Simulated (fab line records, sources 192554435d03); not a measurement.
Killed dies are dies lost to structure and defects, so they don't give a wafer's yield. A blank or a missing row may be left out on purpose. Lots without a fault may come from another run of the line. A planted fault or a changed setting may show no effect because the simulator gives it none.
fab line records | flow n5_finfet
record lots=5 wafers=15 last_day=17
route steps=1938 shown BEOL_M14@1750 BEOL_M15@1773
lots that met no fault: from a run of the same line without faults
start_h: hours from the record's first day to the start of the lot's first wafer shown | wait_h: hours since the lot's step before | " the same as in the row above | L1.1+2: a row that stands for several wafers | - no value, or no start given | * or withheld: withheld | < > ~ a bound
route shown NAME@n: a module of which the file shows steps, and the number in the route of the first | usual: mean/standard deviation of fault-free wafers | same: alike in all rows | chamber/n: place in a boat | sites: the reading at each site | _std_site: their standard deviation | _edge_site: outer sites' mean less inner sites' | radius_mm: how far each site lies from the wafer's centre | mask NAME#n: copy n | behind: the tool/chamber that last shaped the wafer | hold: why the lot was held/for how many hours/how that ended | device: the transistor (n, p or np) that didn't switch | end of line: the same wafers' tests at the end of the route | a step without rows: its recipe alone | killed: dies lost to structure and defects at the first sort, not the wafer's yield | map: a wafer's dies, x killed, . not, _ none there
set.NAME: the setting as run; set.NAME@STEP: as run at that earlier step | model.NAME: the simulator's own value behind a step, which no gauge read
lots at some steps of the route; a table a step, a row a wafer
services: from which hour (start_h, from the record's first day; less than 0 if before it) a tool's chamber was out of use, for how many hours, and why
## steps
# step N5_BEOL_M14_ETCH_67
# recipe chemistry=CF4 target=SiARC target_depth_a=1430 time_s=238.3 ion_energy_ev=80 pressure_mtorr=40 source_w=545 bias_w=36 Ar_flow_sccm=100 cf4_flow_sccm=100 ends=cleared
# usual drypump_motor_current_A=5.7/0.54 etch_rf_on_time_s=237/5.4 oes_product_au=0.67/0.063 rf_vpp_V=184.0/1.1 showerhead_plenum_p_Torr=2.14/0.063 throttle_valve_pct=15.55/0.23
# columns lot.wafer tool chamber start_h wait_h drypump_motor_current_A etch_rf_on_time_s oes_product_au rf_hours_counter_h rf_vpp_V showerhead_plenum_p_Torr throttle_valve_pct
L076.2 rie_diel-06 1 237.53 0.0 5.2 247 0.62 155 185.6 2.22 15.87
L076.4 " 3 " " 5.6 233 0.63 - 182.6 2.05 15.53
L076.6 " 1 " " 5.2 249 0.62 - 184.0 2.22 15.86
L081.1 rie_diel-06 0 288.07 0.0 6.7 235 0.73 45 184.2 2.18 15.48
L081.2 " 2 " " 5.9 236 0.64 159 184.5 2.23 15.71
L081.4 " 3 " " 5.6 235 0.61 186 182.9 2.05 15.59
L083.3 rie_diel-01 3 295.90 0.0 5.3 233 0.70 95 183.3 2.08 15.49
L083.4 " 1 " " 6.4 243 0.63 161 182.5 2.06 15.54
L083.5 " 0 " " 5.8 233 0.61 - 184.3 2.14 15.65
L082.1 rie_diel-06 3 309.82 0.0 5.6 232 0.62 192 183.9 2.05 15.59
L082.3 " 2 " " 5.9 239 0.63 164 185.0 2.23 15.71
L082.5 " 1 " " 5.2 245 0.60 - 184.8 2.22 15.91
L094.2 rie_diel-06 0 366.60 0.0 6.7 237 0.69 70 185.5 2.17 15.52
L094.3 " 3 " " 5.6 234 0.60 211 182.9 2.04 15.62
L094.4 " 2 " " 5.9 239 0.62 186 185.8 2.22 15.76
# step N5_BEOL_M14_ETCH_68
# recipe chemistry=N2/H2 target=SOC mask_material=SiARC source_w=3000 bias_w=350 temp_c=40 time_s=450 ion_energy_ev=200 pressure_mtorr=30 n2_flow_sccm=200 h2_flow_sccm=200
# usual drypump_motor_current_A=5.8/0.53 oes_product_au=0.78/0.073 rf_vpp_V=523.7/2.4 showerhead_plenum_p_Torr=2.54/0.081 throttle_valve_pct=17.68/0.25
# same time_s=450
# columns lot.wafer tool chamber start_h wait_h drypump_motor_current_A oes_product_au rf_hours_counter_h rf_vpp_V showerhead_plenum_p_Torr throttle_valve_pct
L076.2 rie_diel-06 1 237.67 0.1 5.2 0.74 155 526.2 2.64 17.87
L076.4 " 3 " " 5.6 0.73 - 520.2 2.44 17.72
L076.6 " 1 " " 5.2 0.73 - 526.7 2.64 17.88
L081.1 rie_diel-06 0 288.21 0.1 6.7 0.85 45 525.0 2.59 17.65
L081.2 " 2 " " 5.9 0.75 159 526.1 2.67 17.91
L081.4 " 3 " " 5.6 0.72 186 522.2 2.43 17.75
L083.3 rie_diel-01 3 296.05 0.1 5.3 0.82 95 521.6 2.47 17.66
L083.4 " 1 " " 6.4 0.76 161 520.6 2.44 17.66
L083.5 " 0 " " 5.7 0.71 - 523.4 2.52 17.64
L082.1 rie_diel-06 3 309.97 0.1 5.6 0.72 192 520.0 2.43 17.77
L082.3 " 2 " " 5.9 0.74 164 526.4 2.67 17.92
L082.5 " 1 " " 5.2 0.72 - 527.8 2.63 17.93
L094.2 rie_diel-06 0 366.75 0.1 6.7 0.82 70 524.9 2.58 17.71
L094.3 " 3 " " 5.6 0.70 211 519.6 2.42 17.80
L094.4 " 2 " " 5.9 0.72 186 525.0 2.66 17.95
# step N5_BEOL_M14_STRIP_69
# recipe chemistry=N2/H2 temp_c=40 n2_flow_sccm=200 h2_flow_sccm=200 rf_frequency_hz=6e+07
# columns lot.wafer tool chamber start_h wait_h
L076.2+4+6 rie_diel-06 1,3,1 237.94 0.1
L081.1+2+4 rie_diel-06 0,2,3 288.48 0.1
L083.3+4+5 rie_diel-01 3,1,0 296.31 0.1
L082.1+3+5 rie_diel-06 3,2,1 310.23 0.1
L094.2+3+4 rie_diel-06 0,3,2 367.01 0.1
# step N5_BEOL_M14_TRENCH_ETCH_34
# recipe chemistry=C4F8/O2/Ar target=SiO2 target_depth_a=5566.5 mask_material=SOC he_inner_torr=15 he_outer_torr=30 time_s=126.9 ion_energy_ev=800 pressure_mtorr=20 source_w=1905 bias_w=2040 Ar_flow_sccm=400 C4F8_flow_sccm=16 O2_flow_sccm=12
# usual drypump_motor_current_A=5.8/0.53 oes_product_au=0.78/0.072 rf_vpp_V=2226/57 showerhead_plenum_p_Torr=3.44/0.096 throttle_valve_pct=30.80/0.22
# same time_s=126.9
# columns lot.wafer tool chamber start_h wait_h drypump_motor_current_A oes_product_au rf_hours_counter_h rf_vpp_V showerhead_plenum_p_Torr throttle_valve_pct
L076.2 rie_diel-06 1 237.95 0.0 5.2 0.72 155 2311 3.55 30.95
L076.4 " 3 " " 5.6 0.74 - 2270 3.31 30.84
L076.6 " 1 " " 5.2 0.72 - 2310 3.55 30.97
L081.1 rie_diel-06 0 288.49 0.0 6.7 0.85 45 2205 3.48 30.73
L081.2 " 2 " " 5.9 0.75 159 2287 3.59 31.13
L081.4 " 3 " " 5.6 0.72 186 2268 3.30 30.85
L083.3 rie_diel-01 3 296.32 0.0 5.3 0.81 95 2192 3.35 30.85
L083.4 " 1 " " 6.4 0.74 161 2232 3.32 30.84
L083.5 " 0 " " 5.8 0.71 - 2214 3.42 30.81
L082.1 rie_diel-06 3 310.24 0.0 5.6 0.72 192 2267 3.30 30.88
L082.3 " 2 " " 5.9 0.74 164 2288 3.59 31.13
L082.5 " 1 " " 5.2 0.71 - 2310 3.54 30.98
L094.2 rie_diel-06 0 367.02 0.0 6.7 0.82 70 2204 3.47 30.78
L094.3 " 3 " " 5.6 0.70 211 2266 3.29 30.88
L094.4 " 2 " " 5.9 0.72 186 2288 3.58 31.13
# step N5_BEOL_M14_STRIP_70
# recipe chemistry=C4F8/O2/Ar resist=SiARC rf_frequency_hz=6e+07
# columns lot.wafer tool chamber start_h wait_h
L076.2+4+6 rie_diel-06 1,3,1 238.06 0.1
L081.1+2+4 rie_diel-06 0,2,3 288.60 0.1
L083.3+4+5 rie_diel-01 3,1,0 296.44 0.1
L082.1+3+5 rie_diel-06 3,2,1 310.36 0.1
L094.2+3+4 rie_diel-06 0,3,2 367.14 0.1
# step N5_BEOL_M14_OCD_MEAS_35
# usual trench_depth_nm=558/13
# columns lot.wafer tool chamber start_h wait_h trench_depth_nm
L076.2 ocd-01 - 238.10 0.0 530
L076.4 " - " " 568
L076.6 " - " " 535
L081.1 ocd-02 - 288.64 0.0 558
L081.2 " - " " 563
L081.4 " - " " 568
L083.3 ocd-02 - 296.48 0.0 569
L083.4 " - " " 543
L083.5 " - " " 565
L082.1 ocd-02 - 310.40 0.0 572
L082.3 " - " " 559
L082.5 " - " " 535
L094.2 ocd-02 - 367.18 0.0 558
L094.3 " - " " 558
L094.4 " - " " 554
# step N5_BEOL_M14_STRIP_37
# recipe chemistry=O2 power_w=600 temp_c=60 pressure_mtorr=30 rf_frequency_hz=6e+07 bias_power_w=0 overash_fraction=0.3 o2_flow_sccm=225
# usual drypump_motor_current_A=5.7/0.51 o2_flow_sccm=225.0/0.64 oes_product_au=0.78/0.074 rf_vpp_V=3.7/0.95 showerhead_plenum_p_Torr=2.08/0.067 throttle_valve_pct=16.57/0.25
# columns lot.wafer tool chamber start_h wait_h drypump_motor_current_A o2_flow_sccm oes_product_au rf_hours_counter_h rf_vpp_V showerhead_plenum_p_Torr throttle_valve_pct
L076.2 rie_diel-01 3 239.01 0.9 5.3 224.0 0.83 80 3.2 2.03 16.52
L076.4 " 1 " " 6.4 225.9 0.76 141 4.6 2.03 16.63
L076.6 " 2 " " 6.3 224.1 0.93 - 3.8 2.07 16.34
L081.1 rie_diel-02 3 290.50 1.9 5.2 224.3 0.69 237 3.8 2.14 17.13
L081.2 " 2 " " 5.1 225.2 0.82 96 4.2 2.01 16.24
L081.4 " 0 " " 6.1 224.9 0.78 - 4.4 2.11 16.38
L083.3 rie_diel-06 1 303.77 7.3 5.2 225.1 0.73 176 3.5 2.19 17.01
L083.4 " 0 " " 6.7 225.6 0.86 49 3.3 2.14 16.60
L083.5 " 3 " " 5.6 225.1 0.72 - 3.8 1.98 16.51
L082.1 rie_diel-06 0 310.94 0.5 6.7 224.2 0.84 52 3.0 2.14 16.59
L082.3 " 3 " " 5.6 224.0 0.73 192 3.8 1.97 16.51
L082.5 " 3 " " 5.6 225.9 0.72 - 4.4 1.97 16.51
L094.2 rie_diel-01 3 371.35 4.2 5.3 225.0 0.80 116 4.4 2.02 16.53
L094.3 " 2 " " 6.3 225.8 0.86 61 3.2 2.06 16.39
L094.4 " 0 " " 5.8 225.0 0.69 233 2.3 2.08 16.75
# step N5_BEOL_M14_ETCH_38
# recipe chemistry=CF4/N2 target=SiCN target_depth_a=1065 taper_deg=2 time_s=120.6 ion_energy_ev=150 mask_material=SiO2 pressure_mtorr=40 source_w=430 bias_w=70 Ar_flow_sccm=100 cf4_flow_sccm=60 n2_flow_sccm=60
# usual drypump_motor_current_A=5.7/0.5 oes_product_au=0.78/0.075 rf_vpp_V=382.0/1.8 showerhead_plenum_p_Torr=2.20/0.067 throttle_valve_pct=15.38/0.25
# same time_s=120.6
# columns lot.wafer tool chamber start_h wait_h drypump_motor_current_A oes_product_au rf_hours_counter_h rf_vpp_V showerhead_plenum_p_Torr throttle_valve_pct
L076.2 rie_diel-01 3 - - 5.3 0.84 80 380.2 2.15 15.30
L076.4 " 1 " " 6.4 0.76 141 380.8 2.13 15.35
L076.6 " 2 " " 6.2 0.92 - 380.8 2.16 15.03
L081.1 rie_diel-02 3 - - 5.1 0.68 237 385.2 2.27 16.01
L081.2 " 2 " " 5.0 0.83 96 379.9 2.14 15.15
L081.4 " 0 " " 6.1 0.76 - 383.3 2.23 15.19
L083.3 rie_diel-06 1 - - 5.2 0.71 176 384.7 2.28 15.71
L083.4 " 0 " " 6.7 0.85 49 382.8 2.24 15.31
L083.5 " 3 " " 5.7 0.71 - 379.7 2.11 15.42
L082.1 rie_diel-06 0 - - 6.7 0.85 52 384.0 2.24 15.31
L082.3 " 3 " " 5.6 0.71 192 378.9 2.11 15.43
L082.5 " 3 " " 5.6 0.73 - 380.5 2.11 15.44
L094.2 rie_diel-01 3 - - 5.3 0.80 116 380.8 2.14 15.36
L094.3 " 2 " " 6.2 0.85 61 380.8 2.15 15.12
L094.4 " 0 " " 5.7 0.69 233 383.3 2.19 15.51
# step N5_BEOL_M14_PRECLEAN_39
# recipe chemistry=residue_remover time_s=60 temp_c=40
# same time_s=60
# columns lot.wafer tool chamber start_h wait_h
L076.2+4+6 wet_bench-02 0,4,1 239.20 -
L081.1+2+4 wet_bench-02 7,1,0 290.70 -
L083.3+4+5 wet_bench-01 0,2,7 303.96 -
L082.1+3+5 wet_bench-02 0,2,1 311.14 -
L094.2+3+4 wet_bench-01 1,3,6 371.55 -
# step N5_BEOL_M14_SRD_40
# recipe time_s=30 temp_c=23 rinse_liquid=diw dry=n2_spin spin_rpm=1500 dry_time_s=30
# usual do_supply_ppb=10.00/0.099
# same time_s=30
# columns lot.wafer tool chamber start_h wait_h do_supply_ppb
L076.2 wet_bench-02 0 239.22 0.0 10.07
L076.4 " 4 " " 9.95
L076.6 " 1 " " 10.12
L081.1 wet_bench-02 7 290.72 0.0 10.07
L081.2 " 1 " " 10.00
L081.4 " 0 " " 9.79
L083.3 wet_bench-01 0 303.98 0.0 10.14
L083.4 " 2 " " 9.99
L083.5 " 7 " " 10.07
L082.1 wet_bench-02 0 311.16 0.0 9.75
L082.3 " 2 " " 9.95
L082.5 " 1 " " 9.93
L094.2 wet_bench-01 1 371.57 0.0 10.07
L094.3 " 3 " " 10.09
L094.4 " 6 " " 10.13
# step N5_BEOL_M14_DEGAS_41
# recipe ambient=vacuum temp_c=300 time_s=60
# usual heater_power_w=473/47
# same time_s=60
# columns lot.wafer tool chamber start_h wait_h heater_power_w
L076.2 pvd_sputter-02 - 239.73 0.5 408
L076.4 " - " " 500
L076.6 " - " " 512
L081.1 pvd_sputter-02 - 291.08 0.3 568
L081.2 " - " " 501
L081.4 " - " " 490
L083.3 pvd_sputter-02 - 304.22 0.2 568
L083.4 " - " " 512
L083.5 " - " " 484
L082.1 pvd_sputter-01 - 311.51 0.3 441
L082.3 " - " " 475
L082.5 " - " " 485
L094.2 pvd_sputter-02 - 372.01 0.4 518
L094.3 " - " " 560
L094.4 " - " " 489
# step N5_BEOL_M14_PRE_CLEAN_42
# recipe gas=H2/He time_s=30 temp_c=300
# usual heater_power_w=473/47
# same time_s=30
# columns lot.wafer tool chamber start_h wait_h heater_power_w
L076.2 pvd_sputter-02 - 239.77 0.0 406
L076.4 " - " " 498
L076.6 " - " " 510
L081.1 pvd_sputter-02 - 291.12 0.0 570
L081.2 " - " " 513
L081.4 " - " " 490
L083.3 pvd_sputter-02 - 304.26 0.0 569
L083.4 " - " " 513
L083.5 " - " " 498
L082.1 pvd_sputter-01 - 311.55 0.0 443
L082.3 " - " " 483
L082.5 " - " " 487
L094.2 pvd_sputter-02 - 372.05 0.0 500
L094.3 " - " " 563
L094.4 " - " " 488
# step N5_BEOL_M14_SPUTTER_43
# recipe material=TaN target_thk_a=150 temp_c=50 bias_v=168.6 power_w=15000 chamber_pressure_pa=0.12 time_s=24.19
# usual throttle_valve_pct=30.0/1.4
# same time_s=24.19
# columns lot.wafer tool chamber start_h wait_h throttle_valve_pct
L076.2 pvd_sputter-02 - 239.81 0.0 29.9
L076.4 " - " " 32.5
L076.6 " - " " 32.1
L081.1 pvd_sputter-02 - 291.16 0.0 29.8
L081.2 " - " " 32.1
L081.4 " - " " 30.9
L083.3 pvd_sputter-02 - 304.30 0.0 29.7
L083.4 " - " " 32.6
L083.5 " - " " 31.2
L082.1 pvd_sputter-01 - 311.59 0.0 31.0
L082.3 " - " " 29.7
L082.5 " - " " 29.6
L094.2 pvd_sputter-02 - 372.09 0.0 32.3
L094.3 " - " " 30.1
L094.4 " - " " 30.9
# step N5_BEOL_M14_SPUTTER_44
# recipe material=Ta target_thk_a=150 temp_c=50 bias_v=80 power_w=15000 chamber_pressure_pa=0.07 time_s=24.19
# usual throttle_valve_pct=30.0/1.4
# same time_s=24.19
# columns lot.wafer tool chamber start_h wait_h throttle_valve_pct
L076.2 pvd_sputter-02 - 239.89 0.0 29.9
L076.4 " - " " 32.4
L076.6 " - " " 32.3
L081.1 pvd_sputter-02 - 291.24 0.0 29.9
L081.2 " - " " 32.4
L081.4 " - " " 31.0
L083.3 pvd_sputter-02 - 304.38 0.0 30.1
L083.4 " - " " 32.3
L083.5 " - " " 30.7
L082.1 pvd_sputter-01 - 311.67 0.0 30.8
L082.3 " - " " 29.4
L082.5 " - " " 29.7
L094.2 pvd_sputter-02 - 372.17 0.0 32.2
L094.3 " - " " 30.2
L094.4 " - " " 30.7
# step N5_BEOL_M14_SPUTTER_45
# recipe material=Cu target_thk_a=1000 temp_c=-20 bias_v=60 power_w=26000 chamber_pressure_pa=0.13 time_s=16.67
# usual throttle_valve_pct=30.0/1.4
# same time_s=16.67
# columns lot.wafer tool chamber start_h wait_h throttle_valve_pct
L076.2 pvd_sputter-02 - 239.97 0.0 30.0
L076.4 " - " " 32.2
L076.6 " - " " 32.1
L081.1 pvd_sputter-02 - 291.32 0.0 29.9
L081.2 " - " " 32.7
L081.4 " - " " 30.9
L083.3 pvd_sputter-02 - 304.46 0.0 29.9
L083.4 " - " " 32.3
L083.5 " - " " 31.0
L082.1 pvd_sputter-01 - 311.75 0.0 31.2
L082.3 " - " " 29.4
L082.5 " - " " 29.5
L094.2 pvd_sputter-02 - 372.25 0.0 32.4
L094.3 " - " " 29.7
L094.4 " - " " 31.0
# step N5_BEOL_M14_ECD_47
# recipe material=Cu target_thk_a=12480
# columns lot.wafer tool chamber start_h wait_h
L076.2+4+6 ecd_cu-01 1,0,1 240.09 0.1
L081.1+2+4 ecd_cu-02 0,1,1 291.44 0.1
L083.3+4+5 ecd_cu-01 1,0,1 304.63 0.1
L082.1+3+5 ecd_cu-02 0 311.87 0.1
L094.2+3+4 ecd_cu-01 1,0,1 372.37 0.1
# step N5_BEOL_M14_ANNEAL_48
# recipe temp_c=225 time_s=90 ambient=N2
# usual wafer_temp_C_max=226.5/0.34
# same time_s=90
# columns lot.wafer tool chamber start_h wait_h wafer_temp_C_max
L076.2 rtp_anneal-01 0 240.61 0.5 226.3
L076.4 " 0 " " 226.6
L076.6 " 0 " " 226.7
L081.1 rtp_anneal-01 0 291.84 0.3 226.8
L081.2 " 0 " " 225.7
L081.4 " 0 " " 226.3
L083.3 rtp_anneal-02 0 306.87 2.2 226.4
L083.4 " 0 " " 226.4
L083.5 " 0 " " 226.9
L082.1 rtp_anneal-01 0 312.41 0.5 226.5
L082.3 " 0 " " 225.8
L082.5 " 0 " " 226.5
L094.2 rtp_anneal-02 0 372.60 0.2 226.8
L094.3 " 0 " " 226.6
L094.4 " 0 " " 226.7
# step N5_BEOL_M14_CMP_49
# recipe stop_on=SiO2 t_overpolish_s=5.2 down_force_psi=2 platen_rpm=80 clearing_platen_down_force_psi=2 clearing_platen_rpm=80 post_cmp_clean=cu_alkaline target_thk_nm=560 clearing_platen_pad_velocity_m_s=1.5917 pad_velocity_m_s=1.5917
# usual barrier_field_endpoint_s=11.46/0.26 motor_current_A=8.0/0.79 overpolish_run_s=5.200/0.01 time_to_endpoint_s=124/3.9
# columns lot.wafer tool chamber start_h wait_h barrier_field_endpoint_s motor_current_A overpolish_run_s time_to_endpoint_s
L076.4 cmp-03 1 241.16 0.3 11.46 6.8 5.210 125
L076.2 " 2 " " 11.71 7.9 5.191 125
L076.6 " 3 " " 11.36 8.6 5.190 120
L081.4 cmp-04 3 292.15 0.1 11.43 7.0 5.204 123
L081.1 " 0 " " 11.54 6.9 5.185 122
L081.2 " 2 " " 11.11 8.1 5.192 116
L083.3 cmp-04 3 307.15 0.2 11.47 7.3 5.191 122
L083.4 " 0 " " 11.14 6.7 5.197 121
L083.5 " 1 " " 11.03 8.3 5.206 122
L082.3 cmp-03 1 312.71 0.2 11.37 6.8 5.194 122
L082.1 " 2 " " 11.74 7.7 5.204 125
L082.5 " 2 " " 11.53 7.7 5.182 122
L094.3 cmp-02 3 372.85 0.2 11.66 8.8 5.199 124
L094.2 " 0 " " 11.57 8.7 5.221 122
L094.4 " 1 " " 11.41 9.0 5.195 121
# step N5_BEOL_M14_THK_MEAS_50
# recipe thk_meas_gauge=xrf reads=Cu_of_BEOL_M14_ECD_47
# usual M14_THK=555/14
# columns lot.wafer tool chamber start_h wait_h M14_THK[nm]
L076.2 film_metro-01 - 241.38 - 525
L076.4 " - " " 563
L076.6 " - " " 529
L081.1 film_metro-01 - 292.44 - 556
L081.2 " - " " 561
L081.4 " - " " 567
L083.3 film_metro-01 - 307.37 - 557
L083.4 " - " " 537
L083.5 " - " " 555
L082.1 film_metro-02 - 313.00 - 578
L082.3 " - " " 561
L082.5 " - " " 539
L094.2 film_metro-01 - 373.15 - 549
L094.3 " - " " 547
L094.4 " - " " 549
# step N5_BEOL_M14_PRE_CLEAN_52
# recipe gas=NH3 time_s=15 temp_c=withheld rf_power_w=300
# same time_s=15
# columns lot.wafer tool chamber start_h wait_h
L076.2+4+6 pecvd-02 1,2,0 241.42 0.0
L081.1+2+4 pecvd-04 0 292.48 0.0
L083.3+4+5 pecvd-01 0,1,2 307.41 0.0
L082.1+3+5 pecvd-04 1,0,2 313.04 0.0
L094.2+3+4 pecvd-01 2,1,0 373.19 0.0
# step N5_BEOL_M14_DEP_53
# recipe material=SiCN target_thk_a=500 temp_c=withheld precursor=3MS/NH3 pressure_torr=3 rf_w=675 time_s=17.8
# usual showerhead_plenum_p_Torr=4.150/0.019 throttle_valve_pct=18.2/0.95
# same time_s=17.8
# columns lot.wafer tool chamber start_h wait_h showerhead_plenum_p_Torr throttle_valve_pct
L076.2 pecvd-02 1 241.44 0.0 4.182 18.9
L076.4 " 2 " " 4.161 17.6
L076.6 " 0 " " 4.123 18.6
L081.1 pecvd-04 0 292.56 0.1 4.172 17.1
L081.2 " 0 " " 4.166 17.2
L081.4 " 0 " " 4.165 17.3
L083.3 pecvd-01 0 307.43 0.0 4.109 17.8
L083.4 " 1 " " 4.159 20.2
L083.5 " 2 " " 4.155 17.6
L082.1 pecvd-04 1 313.06 0.0 4.115 17.5
L082.3 " 0 " " 4.151 17.2
L082.5 " 2 " " 4.161 18.9
L094.2 pecvd-01 2 373.21 0.0 4.167 17.8
L094.3 " 1 " " 4.163 20.3
L094.4 " 0 " " 4.117 17.7
# step N5_BEOL_M14_RS_MEAS_54
# recipe thk_meas_gauge=four-point-probe reads=Cu_of_BEOL_M14_ECD_47+Ta_of_BEOL_M14_SPUTTER_44+TaN_of_BEOL_M14_SPUTTER_43
# usual M14_RS=0.0331/0.00082
# columns lot.wafer tool chamber start_h wait_h M14_RS[ohm/sq]
L076.2 film_metro-01 - 241.51 0.1 0.0349
L076.4 " - " " 0.0324
L076.6 " - " " 0.0347
L081.1 film_metro-02 - 292.69 0.1 0.0330
L081.2 " - " " 0.0328
L081.4 " - " " 0.0323
L083.3 film_metro-02 - 307.50 0.1 0.0323
L083.4 " - " " 0.0338
L083.5 " - " " 0.0326
L082.1 film_metro-01 - 313.13 0.0 0.0322
L082.3 " - " " 0.0330
L082.5 " - " " 0.0346
L094.2 film_metro-01 - 373.28 0.1 0.0332
L094.3 " - " " 0.0333
L094.4 " - " " 0.0334
# step N5_BEOL_M14_INSPECT_55
# recipe inspect_instrument=darkfield mode=post_dep
# usual raw_defect_count=83/27
# columns lot.wafer tool chamber start_h wait_h raw_defect_count
L076.2 defect_inspect-01 - 241.54 0.0 68
L076.4 " - " " 73
L076.6 " - " " 52
L081.1 defect_inspect-01 - 292.72 0.0 71
L081.2 " - " " 71
L081.4 " - " " 152
L083.3 defect_inspect-01 - 307.53 0.0 98
L083.4 " - " " 82
L083.5 " - " " 114
L082.1 defect_inspect-02 - 313.16 0.0 96
L082.3 " - " " 127
L082.5 " - " " 88
L094.2 defect_inspect-02 - 373.30 0.0 79
L094.3 " - " " 54
L094.4 " - " " 88
# step N5_BEOL_M15_ILD_DEP_00
# recipe material=SiO2 target_thk_a=16293 temp_c=400 precursor=TEOS/O2 pressure_torr=6.5 rf_w=900 teos_flow_sccm=161.4 gas=O2 flow_sccm=2650 time_s=346.1
# usual heater_power_w=538/83 showerhead_plenum_p_Torr=8.338/0.027 throttle_valve_pct=18.6/1
# same time_s=346.1
# columns lot.wafer tool chamber start_h wait_h heater_power_w showerhead_plenum_p_Torr throttle_valve_pct
L076.2 pecvd-03 1 241.57 0.0 557 8.343 18.4
L076.4 " 2 " " 443 8.358 17.5
L076.6 " 1 " " 607 8.357 18.4
L081.1 pecvd-01 2 292.75 0.0 447 8.363 18.3
L081.2 " 0 " " 529 8.289 18.0
L081.4 " 2 " " 359 8.344 18.6
L083.3 pecvd-03 2 307.56 0.0 491 8.351 17.8
L083.4 " 2 " " 588 8.393 17.6
L083.5 " 1 " " 494 8.345 18.4
L082.1 pecvd-04 1 313.19 0.0 522 8.296 18.2
L082.3 " 2 " " 577 8.375 19.7
L082.5 " 1 " " 620 8.306 18.3
L094.2 pecvd-04 0 373.34 0.0 651 8.326 17.8
L094.3 " 2 " " 582 8.351 19.9
L094.4 " 2 " " 666 8.348 19.9
# step N5_BEOL_M15_THK_MEAS_01
# recipe reads=SiO2_of_BEOL_M15_ILD_DEP_00
# usual M15_ILD_THK=1631/27
# columns lot.wafer tool chamber start_h wait_h M15_ILD_THK[nm]
L076.2 film_metro-02 - 241.82 0.1 1590
L076.4 " - " " 1651
L076.6 " - " " 1611
L081.1 film_metro-01 - 293.02 0.2 1623
L081.2 " - " " 1659
L081.4 " - " " 1658
L083.3 film_metro-01 - 307.82 0.1 1601
L083.4 " - " " 1616
L083.5 " - " " 1606
L082.1 film_metro-01 - 313.44 0.1 1628
L082.3 " - " " 1620
L082.5 " - " " 1641
L094.2 film_metro-02 - 373.59 0.1 1627
L094.3 " - " " 1640
L094.4 " - " " 1660
# step N5_BEOL_M15_COAT_58
# recipe resist=BARC temp_c=205 time_s=60 spin_rpm=1500 resist_thk_nm=89
# usual chill_plate_temp_C=23.01/0.1 resist_line_temp_C=22.99/0.094
# same time_s=60
# columns lot.wafer tool chamber start_h wait_h chill_plate_temp_C resist_line_temp_C
L076.2 litho_track-01 0 241.86 0.0 23.06 23.00
L076.4 " 0 " " 22.99 22.96
L076.6 " 0 " " 23.08 23.15
L081.1 litho_track-03 0 293.05 0.0 23.15 22.95
L081.2 " 0 " " 23.05 22.82
L081.4 " 0 " " 23.00 22.87
L083.3 litho_track-05 0 307.85 0.0 23.16 22.84
L083.4 " 0 " " 23.10 22.85
L083.5 " 0 " " 23.04 22.87
L082.1 litho_track-05 0 313.48 0.0 23.08 22.97
L082.3 " 0 " " 23.00 22.75
L082.5 " 0 " " 23.06 22.95
L094.2 litho_track-05 0 373.62 0.0 23.19 22.95
L094.3 " 0 " " 23.10 23.15
L094.4 " 0 " " 23.19 23.06
# step N5_BEOL_M15_COAT_04
# recipe spin_rpm=1704 resist_thk_nm=800
# usual chill_plate_temp_C=23.00/0.1 resist_line_temp_C=23.03/0.091
# columns lot.wafer tool chamber start_h wait_h chill_plate_temp_C resist_line_temp_C
L076.2 litho_track-01 0 - - 23.05 22.97
L076.4 " 0 " " 23.08 23.02
L076.6 " 0 " " 23.11 23.00
L081.1 litho_track-03 0 - - 23.14 23.16
L081.2 " 0 " " 23.14 23.14
L081.4 " 0 " " 23.11 23.21
L083.3 litho_track-05 0 - - 22.86 23.25
L083.4 " 0 " " 22.91 23.26
L083.5 " 0 " " 22.93 23.00
L082.1 litho_track-05 0 - - 23.06 22.92
L082.3 " 0 " " 22.98 23.11
L082.5 " 0 " " 22.91 23.08
L094.2 litho_track-05 0 - - 23.02 23.09
L094.3 " 0 " " 23.07 23.07
L094.4 " 0 " " 22.94 23.17
# step N5_BEOL_M15_EBR_06
# recipe solvent=PGMEA ebr_width_mm=1.5
# usual chill_plate_temp_C=22.99/0.091 resist_line_temp_C=23.03/0.094
# columns lot.wafer tool chamber start_h wait_h chill_plate_temp_C resist_line_temp_C
L076.2 litho_track-01 0 - - 22.90 22.94
L076.4 " 0 " " 22.91 23.10
L076.6 " 0 " " 22.98 22.91
L081.1 litho_track-03 0 - - 22.96 22.90
L081.2 " 0 " " 22.87 23.22
L081.4 " 0 " " 22.81 23.15
L083.3 litho_track-05 0 - - 23.00 22.98
L083.4 " 0 " " 23.08 22.98
L083.5 " 0 " " 23.06 22.99
L082.1 litho_track-05 0 - - 23.00 23.20
L082.3 " 0 " " 22.90 22.95
L082.5 " 0 " " 22.97 23.10
L094.2 litho_track-05 0 - - 22.99 22.93
L094.3 " 0 " " 22.90 23.09
L094.4 " 0 " " 22.94 23.11
# step N5_BEOL_M15_SOFTBAKE_05
# recipe temp_c=130 time_s=60
# usual chill_plate_temp_C=23.02/0.11 resist_line_temp_C=23.02/0.099
# same time_s=60
# columns lot.wafer tool chamber start_h wait_h chill_plate_temp_C resist_line_temp_C
L076.2 litho_track-01 0 - - 23.06 22.99
L076.4 " 0 " " 23.10 22.98
L076.6 " 0 " " 23.10 23.13
L081.1 litho_track-03 0 - - 23.04 23.04
L081.2 " 0 " " 23.06 22.93
L081.4 " 0 " " 23.06 22.98
L083.3 litho_track-05 0 - - 23.00 23.09
L083.4 " 0 " " 22.94 22.92
L083.5 " 0 " " 23.12 22.98
L082.1 litho_track-05 0 - - 22.85 22.99
L082.3 " 0 " " 22.99 23.00
L082.5 " 0 " " 22.84 22.93
L094.2 litho_track-05 0 - - 23.15 23.00
L094.3 " 0 " " 22.92 23.07
L094.4 " 0 " " 23.10 23.00
## services
# columns tool chamber start_h hours kind
cmp-03 - 216.65 5.4 pm
rie_diel-06 2 233.31 5.4 repair
cmp-04 - 246.96 0.4 repair
pecvd-02 - 276.64 14.9 repair
rie_diel-01 - 276.74 3.5 repair
pecvd-04 2 279.79 13.5 repair
rie_diel-01 3 280.83 10.1 repair
cmp-04 - 284.82 1.2 repair
ecd_cu-01 - 288.61 2.7 repair
rtp_anneal-01 - 300.76 7.6 pm
rie_diel-02 0 301.45 6.4 repair
rtp_anneal-02 - 308.40 3.4 pm
rie_diel-02 3 319.57 8.6 repair
ecd_cu-01 - 323.99 3.3 repair
rie_diel-06 3 327.78 5.0 repair
ecd_cu-01 - 328.23 2.7 repair
cmp-04 - 332.95 0.2 repair
cmp-03 - 334.39 4.4 pm
pecvd-01 1 340.74 5.6 repair
rie_diel-06 0 341.21 4.4 repair
rie_diel-06 1 352.55 12.5 repair
pecvd-03 - 354.87 5.1 repair
pecvd-01 - 366.40 2.8 pm
pvd_sputter-01 - 367.26 0.6 repair
## key
fault none
